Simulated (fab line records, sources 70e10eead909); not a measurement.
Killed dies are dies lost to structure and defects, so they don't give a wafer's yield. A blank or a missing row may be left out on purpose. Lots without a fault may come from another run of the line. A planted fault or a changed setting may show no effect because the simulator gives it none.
fab line records | flow nand_harc | part 1 of 2: steps 1 to 4 of 6
record lots=19 wafers=57 last_day=33
route steps=1302 shown A_CHANNEL_HOLE_D2@571 A_STAIRCASE@650
lots that met no fault: from a run of the same line without faults
start_h: hours from the record's first day to the start of the lot's first wafer shown | wait_h: hours since the lot's step before | " the same as in the row above | L1.1+2: a row that stands for several wafers | - no value, or no start given | * or withheld: withheld | < > ~ a bound
route shown NAME@n: a module of which the file shows steps, and the number in the route of the first | usual: mean/standard deviation of fault-free wafers | same: alike in all rows | chamber/n: place in a boat | sites: the reading at each site | _std_site: their standard deviation | _edge_site: outer sites' mean less inner sites' | radius_mm: how far each site lies from the wafer's centre | mask NAME#n: copy n | behind: the tool/chamber that last shaped the wafer | hold: why the lot was held/for how many hours/how that ended | device: the transistor (n, p or np) that didn't switch | end of line: the same wafers' tests at the end of the route | a step without rows: its recipe alone | killed: dies lost to structure and defects at the first sort, not the wafer's yield | map: a wafer's dies, x killed, . not, _ none there
set.NAME: the setting as run; set.NAME@STEP: as run at that earlier step | model.NAME: the simulator's own value behind a step, which no gauge read
steps of the route over a sample of lots; a table a step, a row a wafer
services: from which hour (start_h, from the record's first day; less than 0 if before it) a tool's chamber was out of use, for how many hours, and why
## steps
# step NHARC_A_CHANNEL_HOLE_D2_DEP_01
# recipe target_thk_a=1400 target_thk_nm=140 temp_c=400 pressure_torr=3.5 flow_sccm=200 rf_w=350 material=SiON
# usual heater_power_w=729/67
# columns lot.wafer tool chamber start_h wait_h heater_power_w
L074.1 pecvd-01 2 285.98 1.7 772
L074.6 " 1 " " 729
L074.5 " 0 " " 675
L075.1 pecvd-01 1 298.28 1.6 762
L075.2 " 2 " " 678
L075.5 " 2 " " 709
L076.1 pecvd-02 2 313.32 1.6 675
L076.3 " 0 " " 716
L076.5 " 0 " " 703
L078.2 pecvd-02 0 318.23 1.3 667
L078.1 " 2 " " 635
L078.4 " 0 " " 669
L077.2 pecvd-02 1 334.61 1.3 681
L077.1 " 0 " " 689
L077.6 " 2 " " 675
L080.2 pecvd-03 1 343.04 1.4 587
L080.4 " 2 " " 836
L080.5 " 1 " " 580
L079.3 pecvd-01 2 343.05 1.0 869
L079.2 " 0 " " 751
L079.4 " 2 " " 861
L082.2 pecvd-01 2 364.69 1.3 826
L082.5 " 1 " " 740
L082.6 " 0 " " 732
L083.1 pecvd-01 2 388.27 1.6 767
L083.6 " 2 " " 794
L083.5 " 1 " " 694
L086.2 pecvd-01 0 396.46 1.3 730
L086.3 " 1 " " 717
L086.1 " 2 " " 818
L087.3 pecvd-02 2 431.71 1.0 632
L087.4 " 2 " " 634
L087.6 " 0 " " 776
L089.1 pecvd-01 0 432.33 1.6 741
L089.4 " 0 " " 756
L089.6 " 0 " " 751
L088.1 pecvd-02 1 433.55 1.6 827
L088.3 " 0 " " 697
L088.6 " 0 " " 702
L091.1 pecvd-01 2 449.82 1.6 712
L091.5 " 2 " " 725
L091.6 " 0 " " 665
L093.3 pecvd-01 1 481.46 1.0 755
L093.2 " 0 " " 755
L093.6 " 1 " " 634
L092.1 pecvd-02 1 482.64 1.6 745
L092.3 " 2 " " 696
L092.4 " 2 " " 686
L094.3 pecvd-03 2 496.44 1.1 766
L094.4 " 2 " " 773
L094.6 " 0 " " 763
L096.3 pecvd-02 1 507.51 1.0 822
L096.6 " 1 " " 835
L096.4 " 0 " " 711
L097.1 pecvd-01 0 522.36 1.6 640
L097.3 " 2 " " 729
L097.6 " 1 " " 759
# step NHARC_A_CHANNEL_HOLE_D2_ETCH_38
# recipe target_depth_a=390 over_etch_frac=0.3 time_s=65 ion_energy_ev=80 cf4_flow_sccm=150 ar_flow_sccm=0 rf_w=300 bias_w=100 chemistry=CF4
# usual drypump_motor_current_A=5.6/0.39 mfc_ar_sccm=0.013/0.015 oes_product_au=1.001/0.013 rf_vpp_V=151.5/1.3 showerhead_plenum_p_Torr=1.78/0.084 throttle_valve_pct=13.284/0.009
# columns lot.wafer tool chamber start_h wait_h drypump_motor_current_A mfc_ar_sccm oes_product_au rf_hours_counter_h rf_vpp_V showerhead_plenum_p_Torr throttle_valve_pct
L074.1 rie_diel-08 3 286.83 0.1 5.7 0 1.003 3.9 153.7 1.87 13.275
L074.5 " 1 " " 6.1 0 1.018 - 151.1 1.79 13.290
L074.6 " 2 " " 5.3 0.034 1.009 - 152.5 1.79 13.274
L075.2 rie_diel-13 2 299.30 0.1 5.2 0.034 0.984 7.7 154.4 1.90 13.283
L075.1 " 0 " " 5.6 0 0.988 8.2 152.8 1.88 13.270
L075.5 " 2 " " 5.2 0.034 0.987 - 151.9 1.90 13.275
L076.1 rie_diel-02 1 314.20 0.1 5.3 0.037 0.995 3.0 149.8 1.68 13.288
L076.3 " 2 " " 5.4 0.000 1.009 3.8 150.8 1.73 13.288
L076.5 " 3 " " 5.4 0 1.026 - 152.0 1.77 13.290
L078.1 rie_diel-13 0 319.12 0.1 5.7 0 0.991 10.2 153.6 1.88 13.273
L078.2 " 1 " " 5.8 0.024 0.972 10.7 151.1 1.70 13.275
L078.4 " 0 " " 5.7 0 0.997 - 152.2 1.87 13.295
L077.2 rie_diel-02 2 335.61 0.1 5.4 0.000 1.005 5.3 151.0 1.73 13.291
L077.1 " 3 " " 5.4 0 1.020 5.6 152.2 1.77 13.273
L077.6 " 3 " " 5.4 0 1.014 - 151.8 1.77 13.297
L080.2 rie_diel-02 1 343.86 0.1 5.3 0.037 1.007 5.2 150.7 1.68 13.284
L080.4 " 2 " " 5.4 0.000 1.005 6.0 150.4 1.73 13.297
L080.5 " 0 " " 6.4 0 1.013 - 153.6 1.89 13.286
L079.4 rie_diel-08 0 344.01 0.1 6.0 0.013 0.997 7.1 150.2 1.65 13.291
L079.3 " 1 " " 6.1 0 1.008 8.7 152.2 1.79 13.298
L079.2 " 3 " " 5.7 0 1.000 7.1 152.9 1.87 13.272
L082.2 rie_diel-02 2 365.66 0.1 5.4 0.000 0.996 7.5 151.6 1.73 13.278
L082.6 " 2 " " 5.4 0.000 0.996 - 151.1 1.73 13.275
L082.5 " 3 " " 5.4 0 1.011 - 150.8 1.77 13.310
L083.1 rie_diel-13 0 389.29 0.1 5.7 0 0.997 4.1 151.8 1.87 13.271
L083.6 " 2 " " 5.2 0.034 0.979 - 151.2 1.89 13.275
L083.5 " 3 " " 5.0 0.029 1.007 - 151.0 1.71 13.285
L086.1 rie_diel-08 0 397.46 0.1 6.0 0.013 1.025 0.7 150.5 1.65 13.276
L086.3 " 1 " " 6.1 0 1.021 0.7 152.4 1.79 13.298
L086.2 " 2 " " 5.3 0.034 1.000 1.2 150.3 1.79 13.295
L087.3 rie_diel-02 2 432.71 0.1 5.4 0.000 0.990 0.9 150.1 1.73 13.285
L087.4 " 0 " " 6.4 0 1.021 - 152.1 1.89 13.288
L087.6 " 2 " " 5.4 0.000 1.005 - 151.8 1.73 13.299
L089.4 rie_diel-08 3 433.41 0.1 5.7 0 1.003 3.2 152.8 1.87 13.285
L089.1 " 1 " " 6.1 0 1.018 2.3 152.8 1.79 13.283
L089.6 " 0 " " 5.9 0.013 1.013 - 150.2 1.65 13.269
L088.1 rie_diel-02 1 434.55 0.1 5.3 0.037 0.991 1.7 150.0 1.68 13.291
L088.3 " 0 " " 6.4 0 1.006 1.5 154.1 1.89 13.284
L088.6 " 1 " " 5.3 0.037 0.996 - 149.9 1.68 13.280
L091.1 rie_diel-13 2 450.96 0.1 5.2 0.034 0.970 6.7 151.8 1.89 13.298
L091.5 " 3 " " 5.0 0.029 0.999 - 150.4 1.71 13.266
L091.6 " 0 " " 5.7 0 0.966 - 151.6 1.87 13.292
L093.2 rie_diel-13 2 482.32 0.1 5.2 0.034 0.996 8.7 151.6 1.89 13.272
L093.3 " 0 " " 5.7 0 0.980 11.1 152.0 1.87 13.281
L093.6 " 2 " " 5.2 0.034 0.993 - 152.1 1.89 13.275
L092.1 rie_diel-08 3 483.62 0.1 5.7 0 0.986 6.0 152.6 1.87 13.289
L092.3 " 0 " " 5.9 0.013 1.018 5.3 150.0 1.65 13.283
L092.4 " 3 " " 5.7 0 1.011 - 152.1 1.87 13.276
L094.3 rie_diel-13 1 497.46 0.1 5.8 0.024 0.998 10.7 150.3 1.69 13.274
L094.4 " 3 " " 5.0 0.029 1.007 11.7 151.1 1.71 13.285
L094.6 " 0 " " 5.7 0 0.991 - 152.1 1.87 13.291
L096.4 rie_diel-02 2 508.37 0.1 5.4 0.000 0.993 6.2 153.0 1.72 13.267
L096.3 " 3 " " 5.4 0 1.013 4.3 150.8 1.77 13.290
L096.6 " 3 " " 5.4 0 0.995 - 151.6 1.77 13.278
L097.3 rie_diel-02 0 523.35 0.1 6.3 0 1.027 6.5 154.5 1.89 13.281
L097.1 " 1 " " 5.3 0.037 1.013 7.2 149.2 1.68 13.288
L097.6 " 3 " " 5.4 0 1.005 - 153.0 1.77 13.286
# step NHARC_A_STAIRCASE_DESCUM_168
# recipe time_s=3 o2_flow_sccm=200 ar_flow_sccm=0 bias_power_w=0 chemistry=O2
# usual drypump_motor_current_A=5.7/0.45 mfc_ar_sccm=0.009/0.012 o2_flow_sccm=200.0/0.62 oes_product_au=1.001/0.015 rf_vpp_V=57.6/0.9 showerhead_plenum_p_Torr=1.88/0.091 throttle_valve_pct=11.311/0.0086
# columns lot.wafer tool chamber start_h wait_h drypump_motor_current_A mfc_ar_sccm o2_flow_sccm oes_product_au rf_hours_counter_h rf_vpp_V showerhead_plenum_p_Torr throttle_valve_pct
L074.1 rie_diel-05 3 344.90 - 5.6 0 200.6 0.995 36 58.3 2.06 11.317
L074.5 " 2 " " 5.5 0.025 198.9 1.017 - 57.8 1.88 11.338
L074.6 " 3 " " 5.6 0 200.8 0.999 - 58.3 2.06 11.313
L075.1 rie_diel-10 2 359.66 - 5.5 0 200.1 1.002 34 57.2 1.78 11.316
L075.2 " 0 " " 6.2 0 200.3 0.990 34 56.8 1.79 11.319
L075.5 " 1 " " 5.2 0 198.6 0.992 - 57.3 1.99 11.315
L076.1 rie_diel-10 1 371.53 - 5.2 0 199.2 1.000 37 57.7 1.99 11.323
L076.3 " 2 " " 5.6 0 200.8 0.995 38 56.9 1.78 11.311
L076.5 " 1 " " 5.1 0 199.3 0.987 - 56.8 1.99 11.301
L078.4 rie_diel-10 1 377.51 - 5.2 0 200.4 1.001 38 58.4 1.99 11.302
L078.1 " 2 " " 5.5 0 198.5 1.004 39 57.7 1.78 11.299
L078.2 " 0 " " 6.1 0 199.1 0.986 40 58.0 1.79 11.312
L077.2 rie_diel-10 2 391.12 - 5.5 0 199.3 0.997 44 57.2 1.78 11.304
L077.1 " 3 " " 6.1 0.033 200.1 0.976 45 56.5 1.91 11.313
L077.6 " 1 " " 5.2 0 199.9 1.010 - 57.7 1.98 11.314
L080.2 rie_diel-04 1 400.88 - 6.6 0 199.4 1.007 11 57.7 1.96 11.329
L080.4 " 3 " " 6.6 0.012 199.0 0.996 9 57.3 1.97 11.300
L080.5 " 0 " " 5.3 0.027 201.2 0.993 - 57.7 1.79 11.322
L079.3 rie_diel-10 3 400.91 - 6.1 0.033 200.8 0.975 49 57.7 1.91 11.320
L079.2 " 1 " " 5.2 0 201.1 0.998 47 59.3 1.98 11.306
L079.4 " 2 " " 5.6 0 200.1 1.002 48 58.1 1.78 11.321
L082.2 rie_diel-04 1 425.65 - 6.6 0 199.5 1.017 21 58.9 1.96 11.309
L082.5 " 3 " " 6.6 0.012 200.8 1.026 - 57.2 1.96 11.325
L082.6 " 0 " " 5.3 0.027 199.5 0.998 - 57.2 1.79 11.311
L083.1 rie_diel-05 3 448.56 - 5.6 0 199.9 0.980 7 59.4 2.05 11.292
L083.6 " 1 " " 5.1 0 200.1 1.010 - 58.1 1.85 11.313
L083.5 " 2 " " 5.6 0.025 200.2 1.039 - 56.8 1.87 11.307
L086.3 rie_diel-10 0 455.36 - 6.1 0 199.9 0.983 8 57.6 1.78 11.311
L086.1 " 2 " " 5.5 0 200.3 1.030 7 56.7 1.77 11.322
L086.2 " 3 " " 6.1 0.033 198.7 0.990 6 58.8 1.90 11.296
L088.3 rie_diel-10 2 490.59 - 5.6 0 200.2 1.005 19 54.8 1.77 11.323
L088.1 " 3 " " 6.1 0.033 200.0 1.001 20 57.0 1.90 11.316
L088.6 " 2 " " 5.6 0 199.8 1.005 - 58.3 1.77 11.305
L089.1 rie_diel-05 0 490.82 - 5.8 0.014 200.3 0.996 23 57.8 1.94 11.309
L089.4 " 2 " " 5.5 0.025 199.1 1.015 22 58.5 1.87 11.314
L089.6 " 0 " " 5.8 0.014 199.3 1.003 - 58.2 1.94 11.322
L087.3 rie_diel-10 0 493.48 - 6.2 0 199.2 0.998 20 56.6 1.77 11.308
L087.4 " 2 " " 5.5 0 199.7 1.021 19 57.8 1.77 11.305
L087.6 " 0 " " 6.2 0 200.5 0.995 - 55.7 1.77 11.306
L091.1 rie_diel-04 2 511.24 - 5.7 0.019 200.1 1.037 43 55.4 1.78 11.321
L091.5 " 1 " " 6.6 0 201.5 1.010 - 56.7 1.95 11.319
L091.6 " 2 " " 5.7 0.019 199.9 1.028 - 57.3 1.78 11.313
L093.3 rie_diel-10 0 541.36 - 6.1 0 200.1 0.988 44 57.8 1.77 11.313
L093.2 " 1 " " 5.3 0 199.8 0.998 36 57.9 1.97 11.316
L093.6 " 0 " " 6.2 0 200.0 0.987 - 58.2 1.77 11.303
L092.3 rie_diel-10 0 541.41 - 6.1 0 199.5 0.996 44 57.7 1.77 11.308
L092.1 " 1 " " 5.2 0 200.0 0.991 36 59.0 1.97 11.314
L092.4 " 3 " " 6.1 0.033 200.5 0.986 43 57.5 1.89 11.301
L094.4 rie_diel-05 2 552.69 - 5.5 0.025 200.2 1.020 40 56.0 1.86 11.309
L094.3 " 3 " " 5.6 0 200.1 0.980 41 58.0 2.04 11.318
L094.6 " 2 " " 5.5 0.025 200.5 1.012 - 56.6 1.86 11.298
L096.4 rie_diel-04 2 570.18 - 5.7 0.019 199.9 0.992 10 57.8 1.78 11.322
L096.3 " 0 " " 5.4 0.027 200.7 0.996 8 57.1 1.78 11.326
L096.6 " 3 " " 6.6 0.012 200.3 1.006 - 57.2 1.95 11.312
L097.1 rie_diel-05 3 581.18 - 5.6 0 200.9 0.990 53 57.4 2.04 11.324
L097.3 " 0 " " 5.8 0.014 199.8 1.016 51 57.5 1.93 11.319
L097.6 " 0 " " 5.8 0.014 199.7 1.020 - 58.4 1.93 11.306
# step NHARC_A_STAIRCASE_TRIM_18
# recipe time_s=211.2 o2_flow_sccm=500 ar_flow_sccm=0 bias_w=0 chemistry=O2
# usual drypump_motor_current_A=5.8/0.49 mfc_ar_sccm=0.011/0.012 o2_flow_sccm=500.0/1.5 oes_product_au=1.001/0.013 rf_vpp_V=57.8/1 showerhead_plenum_p_Torr=3.46/0.14 throttle_valve_pct=17.037/0.0086
# columns lot.wafer tool chamber start_h wait_h drypump_motor_current_A mfc_ar_sccm o2_flow_sccm oes_product_au rf_hours_counter_h rf_vpp_V showerhead_plenum_p_Torr throttle_valve_pct
L074.1 rie_diel-04 0 - - 5.4 0.027 501.1 1.016 51 58.2 3.33 17.040
L074.5 " 0 " " 5.4 0.027 500.2 1.014 - 56.8 3.33 17.049
L074.6 " 1 " " 6.6 0 500.4 0.987 - 57.8 3.62 17.026
L075.1 rie_diel-10 3 - - 6.1 0.033 502.2 0.995 35 58.1 3.53 17.024
L075.2 " 2 " " 5.6 0 498.8 0.999 35 57.4 3.30 17.038
L075.5 " 3 " " 6.1 0.033 500.5 0.998 - 57.8 3.53 17.030
L076.1 rie_diel-04 3 - - 6.6 0.012 500.2 1.000 3 58.1 3.63 17.033
L076.3 " 1 " " 6.6 0 500.7 1.001 3 55.8 3.61 17.046
L076.5 " 3 " " 6.6 0.012 499.8 1.006 - 59.0 3.63 17.038
L078.4 rie_diel-04 3 - - 6.6 0.012 499.5 0.997 4 57.7 3.62 17.021
L078.2 " 0 " " 5.3 0.027 498.8 0.987 4 55.9 3.32 17.037
L078.1 " 2 " " 5.8 0.019 499.6 1.027 5 56.5 3.33 17.031
L077.2 rie_diel-10 3 - - 6.1 0.033 497.3 0.982 45 58.0 3.52 17.037
L077.1 " 1 " " 5.2 0 497.1 1.008 42 58.2 3.65 17.018
L077.6 " 3 " " 6.1 0.033 499.9 0.983 - 58.4 3.52 17.042
L080.2 rie_diel-04 1 - - 6.6 0 497.6 1.008 12 58.7 3.61 17.048
L080.4 " 3 " " 6.6 0.012 502.2 1.023 10 58.7 3.62 17.032
L080.5 " 1 " " 6.6 0 499.1 1.008 - 59.6 3.61 17.031
L079.3 rie_diel-05 1 - - 5.1 0 499.1 0.994 53 56.0 3.43 17.037
L079.4 " 2 " " 5.6 0.025 500.8 1.020 52 57.7 3.46 17.042
L079.2 " 3 " " 5.7 0 503.1 0.988 54 59.8 3.78 17.038
L082.2 rie_diel-05 1 - - 5.1 0 498.6 1.000 7 58.1 3.43 17.033
L082.5 " 2 " " 5.5 0.025 499.3 1.014 - 56.9 3.46 17.024
L082.6 " 0 " " 5.8 0.014 502.1 1.004 - 58.3 3.58 17.049
L083.1 rie_diel-05 0 - - 5.8 0.014 500.3 0.996 13 58.9 3.58 17.040
L083.6 " 1 " " 5.1 0 498.4 1.000 - 56.4 3.43 17.033
L083.5 " 2 " " 5.5 0.025 499.8 1.029 - 59.0 3.45 17.043
L086.1 rie_diel-04 2 - - 5.8 0.019 500.8 1.021 31 57.4 3.31 17.026
L086.2 " 3 " " 6.6 0.012 500.6 1.021 34 57.7 3.61 17.032
L086.3 " 0 " " 5.3 0.027 499.3 0.980 32 58.0 3.31 17.037
L088.3 rie_diel-04 2 - - 5.8 0.019 496.9 1.022 38 57.9 3.31 17.027
L088.1 " 0 " " 5.3 0.027 501.1 0.987 42 57.4 3.30 17.040
L088.6 " 2 " " 5.8 0.019 499.9 1.024 - 57.1 3.31 17.037
L089.4 rie_diel-04 3 - - 6.6 0.012 499.9 1.015 44 58.4 3.60 17.033
L089.1 " 1 " " 6.6 0 500.7 0.995 38 59.1 3.59 17.031
L089.6 " 0 " " 5.3 0.027 499.6 0.984 - 58.8 3.30 17.029
L087.3 rie_diel-10 1 - - 5.2 0 501.5 0.979 20 59.5 3.63 17.040
L087.4 " 3 " " 6.1 0.033 500.7 1.007 21 57.1 3.51 17.042
L087.6 " 2 " " 5.6 0 502.1 1.019 - 58.8 3.28 17.048
L091.1 rie_diel-10 0 - - 6.1 0 501.0 0.992 30 55.3 3.28 17.025
L091.5 " 2 " " 5.5 0 498.8 1.016 - 55.5 3.28 17.038
L091.6 " 3 " " 6.1 0.033 500.0 0.993 - 57.3 3.50 17.035
L093.3 rie_diel-05 1 - - 5.1 0 498.3 1.003 38 58.4 3.41 17.021
L093.2 " 0 " " 5.7 0.014 499.1 1.008 40 58.1 3.56 17.031
L093.6 " 1 " " 5.1 0 500.8 0.996 - 56.4 3.41 17.029
L092.3 rie_diel-10 0 - - 6.1 0 502.1 0.975 45 58.7 3.28 17.043
L092.1 " 1 " " 5.2 0 499.5 0.981 36 58.3 3.62 17.032
L092.4 " 3 " " 6.1 0.033 503.0 0.993 - 57.8 3.49 17.044
L094.4 rie_diel-10 2 - - 5.6 0 499.9 1.018 39 56.4 3.27 17.037
L094.3 " 3 " " 6.1 0.033 502.0 0.985 47 56.2 3.49 17.037
L094.6 " 0 " " 6.1 0 500.4 0.984 - 58.1 3.28 17.052
L096.3 rie_diel-10 3 - - 6.1 0.033 501.4 0.987 53 56.6 3.49 17.043
L096.4 " 0 " " 6.2 0 500.7 0.974 53 57.2 3.27 17.043
L096.6 " 2 " " 5.5 0 501.2 0.998 - 57.4 3.27 17.021
L097.3 rie_diel-04 2 - - 5.8 0.019 499.6 0.995 15 57.7 3.29 17.029
L097.1 " 3 " " 6.6 0.012 499.8 0.999 15 59.6 3.59 17.025
L097.6 " 2 " " 5.8 0.019 499.4 0.999 - 55.9 3.29 17.025
